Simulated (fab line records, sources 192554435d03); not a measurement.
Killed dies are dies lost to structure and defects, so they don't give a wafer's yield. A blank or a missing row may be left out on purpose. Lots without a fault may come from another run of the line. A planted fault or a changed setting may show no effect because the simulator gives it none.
One fault seen from 2 desks | flow n5_finfet | each desk has only its own numbers; what lay behind them comes last

THE METROLOGY DESK
What the gauges read, lot by lot, whatever tool the lot ran on: means of the sampled wafers that have a number. A lot is out of limits, marked OUT, if its mean lies more than 4 standard deviations from the usual mean; the brackets give that distance. Of its 10 readings 7 are shown: those that lie furthest out on some lot.
Columns: A = IOFF_N at N5_BEOL_M4_RC_MEAS_101, usual 0.16 nA/um; B = IOFF_P at N5_BEOL_M4_RC_MEAS_101, usual 0.22 nA/um; C = ION_P at N5_BEOL_M4_RC_MEAS_101, usual 463 uA/um; D = SS_N at N5_BEOL_M4_RC_MEAS_101, usual 71.4 mV/dec; E = SS_P at N5_BEOL_M4_RC_MEAS_101, usual 73.2 mV/dec; F = VT_N at N5_BEOL_M4_RC_MEAS_101, usual 250 mV; G = VT_P at N5_BEOL_M4_RC_MEAS_101, usual -250 mV
lot  | first seen here | A    | B    | C   | D    | E    | F   | G
L372 | day 8 11:39     | 0.16 | 0.23 | 465 | 71.7 | 73.6 | 249 | -250
L378 | day 10 04:14    | 0.18 | 0.26 | 467 | 71.0 | 73.7 | 247 | -246
L379 | day 10 08:41    | 0.16 | 0.25 | 469 | 71.6 | 73.3 | 248 | -246
L381 | day 10 22:03    | 0.16 | 0.25 | 473 | 71.8 | 73.3 | 249 | -245
L382 | day 11 06:59    | 0.15 | 0.22 | 468 | 71.0 | 72.6 | 250 | -245
L385 | day 12 06:14    | 0.20 | 0.24 | 466 | 71.9 | 74.1 | 245 | -248
L387 | day 12 09:08    | 0.13 | 0.20 | 463 | 71.6 | 73.0 | 253 | -251
L389 | day 14 05:20    | 0.15 | 0.18 | 454 | 71.7 | 73.2 | 250 | -252
L392 | day 14 11:01    | 0.13 | 0.19 | 465 | 70.5 | 72.3 | 254 | -251
L393 | day 15 03:51    | 0.16 | 0.22 | 468 | 72.0 | 73.1 | 249 | -248
This desk's finding: nothing out of limits on any of the 10 lots.

THE TOOL OWNER'S DESK: cmp-02
The tool's own readings at N5_BEOL_M1_CMP_52 (polishes, stops on SiOC, t overpolish 6.8 s, target thk 40 nm): means of the sampled wafers that have a number, for each lot that ran on this tool. A lot is out of limits, marked OUT, if its mean lies more than 4 standard deviations from the usual mean; the brackets give that distance.
Columns: A = barrier_field_endpoint_s at N5_BEOL_M1_CMP_52, usual 24.8 s; B = head_pressure_psi at N5_BEOL_M1_CMP_52, usual 1.0001 psi; C = motor_current_A at N5_BEOL_M1_CMP_52, usual 5.9 A; D = overpolish_run_s at N5_BEOL_M1_CMP_52, usual 6.801 s; E = time_to_endpoint_s at N5_BEOL_M1_CMP_52, usual 62 s
lot  | first seen here | A              | B                        | C   | D                       | E
L379 | day 8 22:20     | 38.7 (+20) OUT | 0.6391 (-99 or more) OUT | 5.0 | 2.516 (-99 or more) OUT | 63
L381 | day 9 07:55     | 38.5 (+19) OUT | 0.6365 (-99 or more) OUT | 5.1 | 2.660 (-99 or more) OUT | 61
L382 | day 9 20:31     | 39.0 (+20) OUT | 0.6370 (-99 or more) OUT | 4.9 | 2.128 (-99 or more) OUT | 62
L389 | day 12 02:55    | 24.1           | 1.0057                   | 6.0 | 6.797                   | 59
L393 | day 12 12:12    | 24.3           | 0.9996                   | 5.7 | 6.808                   | 61
This desk's finding: out of limits on L379, L381, L382; first on L379, day 8 22:20 (barrier_field_endpoint_s at N5_BEOL_M1_CMP_52). In limits: L389, L393.

PUT TOGETHER
The tool owner's desk could have raised an alarm at day 8 22:20, on L379, L381, L382.
The metrology desk saw nothing out of limits.
The metrology desk has L379, L381, L382 on record, within its limits.
Of the lots named, all ran N5_BEOL_M1_CMP_52 on cmp-02.

WHAT THE SIMULATOR HAD PUT IN
Process parameter drift: cmp-02, from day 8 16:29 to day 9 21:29, at N5_BEOL_M1_CMP_52. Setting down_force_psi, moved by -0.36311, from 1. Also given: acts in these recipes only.
Lots struck among those shown: L379, L381, L382.
Hours from the fault's start to each desk's first reading out of limits: the tool owner's desk, 6.
